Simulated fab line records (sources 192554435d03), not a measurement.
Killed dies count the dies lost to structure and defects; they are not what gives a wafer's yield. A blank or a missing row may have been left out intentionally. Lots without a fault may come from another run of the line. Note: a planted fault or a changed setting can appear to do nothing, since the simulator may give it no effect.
Which tool was responsible?    flow n5Finfet    9 lots, 27 wafers sampled, at 6 steps of a route of 1938

WHAT EACH GAUGE READ, for each wafer
N5_DUMMY_GATE_INSPECT_27: inspects for defects (brightfield). Usual: 277 for rawDefectCount, sd 64.
lot   measured     on                rawDefectCount  flag
L926  day 3 15:37  defectInspect-02  212 229 232     
L930  day 4 12:25  defectInspect-02  291 206 210     
L931  day 4 20:19  defectInspect-02  311 267 376     
L932  day 5 00:01  defectInspect-02  207 257 188     
L934  day 5 12:49  defectInspect-01  220 272 240     
L937  day 6 06:27  defectInspect-02  285 272 300     
L945  day 8 06:16  defectInspect-01  453 430 388     
L946  day 8 12:41  defectInspect-02  383 206 193     
L947  day 8 17:14  defectInspect-01  267 257 257     

N5_SD_EPI_N_CD_MEAS_09: target cd 120 nm. Usual: 119.9 nm for cdNm, sd 0.54.
lot   measured     on        cdNm (nm)          flag
L926  day 3 16:45  cdSem-03  120.1 120.1 120.2  
L930  day 4 14:19  cdSem-02  119.6 120.0 119.9  
L931  day 4 21:46  cdSem-02  119.5 120.1 119.7  
L932  day 5 01:01  cdSem-03  119.9 120.2 119.2  
L934  day 5 13:43  cdSem-03  119.6 119.5 119.7  
L937  day 6 07:20  cdSem-02  120.3 119.3 120.4  
L945  day 8 07:37  cdSem-03  122.3 123.5 122.1  OFF
L946  day 8 14:49  cdSem-03  121.5 122.8 122.7  OFF
L947  day 8 18:14  cdSem-02  119.3 119.8 119.1  

N5_BEOL_M4_RC_MEAS_101. Usual: DIBL_N 36.4 mV/V, standard deviation 1.5; DIBL_P 36.6 mV/V, standard deviation 1.9; IOFF_N 0.155 nA/um, standard deviation 0.021; IOFF_P 0.211 nA/um, standard deviation 0.028; ION_N 671 uA/um, standard deviation 8.6; ION_P 462 uA/um, standard deviation 5.8; SS_N 71.5 mV/dec, standard deviation 0.5; SS_P 73.4 mV/dec, standard deviation 0.58; VT_N 250.1 mV, standard deviation 2.4; VT_P -250.1 mV, standard deviation 3.
lot   measured      on         DIBL_N (mV/V)   DIBL_P (mV/V)   IOFF_N (nA/um)     IOFF_P (nA/um)     ION_N (uA/um)  ION_P (uA/um)  SS_N (mV/dec)   SS_P (mV/dec)   VT_N (mV)          VT_P (mV)             flag
L926  day 8 10:45   prober-01  36.4 36.8 36.8  37.3 37.6 38.0  0.155 0.159 0.158  0.241 0.256 0.251  671 664 675    472 466 469    71.1 70.7 71.4  73.9 73.5 74.1  248.2 248.4 250.2  -247.0 -247.3 -246.1  
L930  day 9 15:51   prober-02  36.5 34.8 36.1  36.7 33.9 36.1  0.155 0.126 0.144  0.208 0.179 0.205  673 664 669    460 459 462    71.6 71.2 71.3  73.4 72.0 73.7  250.9 250.4 252.1  -250.0 -253.1 -252.4  
L931  day 9 16:14   prober-01  37.1 36.5 36.7  38.8 37.6 38.3  0.171 0.168 0.163  0.237 0.222 0.237  675 674 675    466 463 464    72.0 71.3 71.5  73.4 73.5 73.5  248.3 247.9 249.0  -246.5 -247.4 -246.5  
L932  day 9 22:48   prober-01  35.8 37.2 34.7  36.1 38.0 35.6  0.159 0.187 0.134  0.205 0.236 0.195  677 683 658    461 462 456    71.3 71.7 70.5  73.3 73.5 73.3  249.3 245.6 251.4  -251.5 -248.7 -252.2  
L934  day 10 14:41  prober-02  35.1 34.4 33.7  37.2 36.2 35.3  0.155 0.144 0.133  0.237 0.221 0.204  672 669 662    468 458 461    71.5 71.2 71.7  73.1 73.0 72.8  249.5 250.6 252.6  -246.7 -246.5 -252.6  
L937  day 11 04:31  prober-01  36.8 36.4 37.2  35.7 34.3 35.9  0.153 0.132 0.162  0.200 0.178 0.203  669 669 672    461 457 461    71.3 71.5 72.4  73.3 72.7 72.8  250.2 254.0 247.5  -250.9 -251.9 -250.6  
L945  day 13 15:49  prober-01  39.8 39.0 38.5  41.7 41.0 39.3  0.233 0.208 0.171  0.282 0.272 0.232  702 686 672    480 467 463    72.2 72.0 71.9  74.6 74.7 73.8  243.9 247.7 251.6  -246.3 -247.1 -249.3  
L946  day 13 09:25  prober-01  32.6 34.9 34.2  33.7 35.5 34.8  0.128 0.152 0.143  0.168 0.209 0.188  670 677 679    469 471 467    71.4 71.3 71.7  72.8 73.7 73.1  252.5 249.9 251.6  -250.6 -246.6 -253.1  
L947  day 13 20:34  prober-02  37.5 36.8 38.2  37.3 37.3 38.1  0.160 0.155 0.175  0.168 0.173 0.183  675 675 691    452 458 461    72.1 70.9 71.8  73.6 73.6 73.1  248.8 248.2 247.3  -257.4 -256.5 -256.1  

WHICH TOOL RAN EACH LOT (tool, then ch and the chambers of the sampled wafers, then the start)
lot   N5_DUMMY_GATE_ETCH_31             N5_SPACER0_ALD_08                N5_SD_EPI_N_PEB_07
L926  rieDiel-03 ch 0,1,3, day 3 14:48  aldSin-03 ch 0,1,3, day 3 16:10  lithoTrack-03 ch 0, day 3 16:41
L930  rieDiel-05 ch 0,2,3, day 4 11:41  aldSin-03 ch 1,2,3, day 4 13:53  lithoTrack-04 ch 0, day 4 14:16
L931  rieDiel-03 ch 0,1,3, day 4 19:33  aldSin-03 ch 0,1, day 4 21:20    lithoTrack-04 ch 0, day 4 21:42
L932  rieDiel-05 ch 0,1,2, day 4 23:13  aldSin-04 ch 0,2,3, day 5 00:28  lithoTrack-02 ch 0, day 5 00:57
L934  rieDiel-05 ch 0,2, day 5 12:05    aldSin-03 ch 0,2,3, day 5 13:16  lithoTrack-02 ch 0, day 5 13:39
L937  rieDiel-05 ch 1,2, day 6 05:43    aldSin-01 ch 0,1,3, day 6 06:53  lithoTrack-03 ch 0, day 6 07:16
L945  rieDiel-02 ch 0,1,3, day 8 05:32  aldSin-01 ch 1,3, day 8 07:11    lithoTrack-03 ch 0, day 8 07:32
L946  rieDiel-02 ch 0,1, day 8 11:57    aldSin-04 ch 0,1,2, day 8 14:16  lithoTrack-03 ch 0, day 8 14:45
L947  rieDiel-02 ch 0,3, day 8 16:31    aldSin-01 ch 0,2,3, day 8 17:41  lithoTrack-04 ch 0, day 8 18:11
- N5_DUMMY_GATE_ETCH_31: etches SiO2 in C4F6/O2, target depth 82.5 nm, time 27.5 s.
- N5_SPACER0_ALD_08: deposits SiNx, target thk 2 nm.
- N5_SD_EPI_N_PEB_07: peb time 60 s.

WHAT THE TOOLS THEMSELVES READ (means of the sampled wafers that have a number; where no wafer has one, the mark that the record gives instead)
N5_DUMMY_GATE_ETCH_31. Usual: O2_flow_sccm 10.001 sccm, standard deviation 0.03; drypumpMotorCurrentA 5.6 A, standard deviation 0.48; oesProductAu 0.77 a.u., standard deviation 0.078; rfVppV 666 V, standard deviation 11; showerheadPlenumPTorr 2.86 Torr, standard deviation 0.098; throttleValvePct 21.13 %, standard deviation 0.26.
lot   tool        O2_flow_sccm (sccm)  drypumpMotorCurrentA (A)  oesProductAu (a.u.)  rfVppV (V)  showerheadPlenumPTorr (Torr)  throttleValvePct (%)  flag
L926  rieDiel-03  10.009               5.5                       0.81                 659         2.87                          21.04                 
L930  rieDiel-05  9.991                6.1                       0.73                 665         2.76                          21.40                 
L931  rieDiel-03  10.001               5.5                       0.80                 660         2.87                          21.05                 
L932  rieDiel-05  10.012               5.9                       0.71                 668         2.83                          21.30                 
L934  rieDiel-05  9.989                6.5                       0.70                 670         2.79                          21.47                 
L937  rieDiel-05  9.965                5.5                       0.71                 664         2.86                          21.12                 
L945  rieDiel-02  10.004               5.7                       0.85                 678         2.95                          20.89                 
L946  rieDiel-02  10.006               5.7                       0.90                 677         2.97                          20.70                 
L947  rieDiel-02  10.010               5.8                       0.79                 678         2.97                          21.00                 

N5_SPACER0_ALD_08. Usual: chamberPressureTorr 2.000 Torr, standard deviation 0.0039; heaterPowerW 844 W, standard deviation 76.
lot   tool       chamberPressureTorr (Torr)  heaterPowerW (W)  flag
L926  aldSin-03  2.000                       804               
L930  aldSin-03  2.004                       829               
L931  aldSin-03  2.001                       875               
L932  aldSin-04  2.003                       845               
L934  aldSin-03  1.999                       776               
L937  aldSin-01  1.999                       877               
L945  aldSin-01  1.999                       862               
L946  aldSin-04  2.000                       867               
L947  aldSin-01  2.001                       855               

N5_SD_EPI_N_PEB_07. Usual: 110.01 C for plateTempC, sd 0.11.
lot   tool           plateTempC (C)  flag
L926  lithoTrack-03  109.98          
L930  lithoTrack-04  109.90          
L931  lithoTrack-04  109.93          
L932  lithoTrack-02  110.09          
L934  lithoTrack-02  110.01          
L937  lithoTrack-03  109.92          
L945  lithoTrack-03  110.76          OFF
L946  lithoTrack-03  110.78          OFF
L947  lithoTrack-04  110.12          

THE ANSWER, worked out from the rows above alone
Rule: a lot counts as off when the mean over its wafers that have a number is more than 3 standard deviations away from the usual mean. A lot without any number at a reading at which 4 lots or more have one is off too. The other lots that the step has rows for count as sound. First the gauges in route order, then the tools' own readings, where a lot's mean is used as printed above. The first step at which some lot is off is used, and at that step the reading that is off furthest; a lot without a number counts as furthest.
Off: L945, L946, at N5_SD_EPI_N_CD_MEAS_09 (cdNm).
If a tool, at a process step before that reading, ran all the lots that are off and no sound lot after the first of them, it fits. Not tried: the gauges at N5_SD_EPI_N_CD_MEAS_09; whatever is off there is also off at N5_SD_EPI_N_PEB_07, on other tools, and gauge error can't account for it. One fits: lithoTrack-03 at N5_SD_EPI_N_PEB_07. A fault onset in the window from L937 (day 6 07:16, its last sound lot) to L945 (day 8 07:32, its first lot off) fits.
The tool's own readings at N5_SD_EPI_N_PEB_07 bear it out: on the lots that are off they differ by more than 5 times the standard deviation of the sound lots' means. plateTempC reads 110.77 C there against 109.99 C on the sound lots.

WHAT WAS PUT IN BY THE SIMULATOR
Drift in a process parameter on lithoTrack-03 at N5_SD_EPI_N_PEB_07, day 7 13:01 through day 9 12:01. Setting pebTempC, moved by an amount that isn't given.
Lots struck among those shown: L945, L946. The rule above found the same.
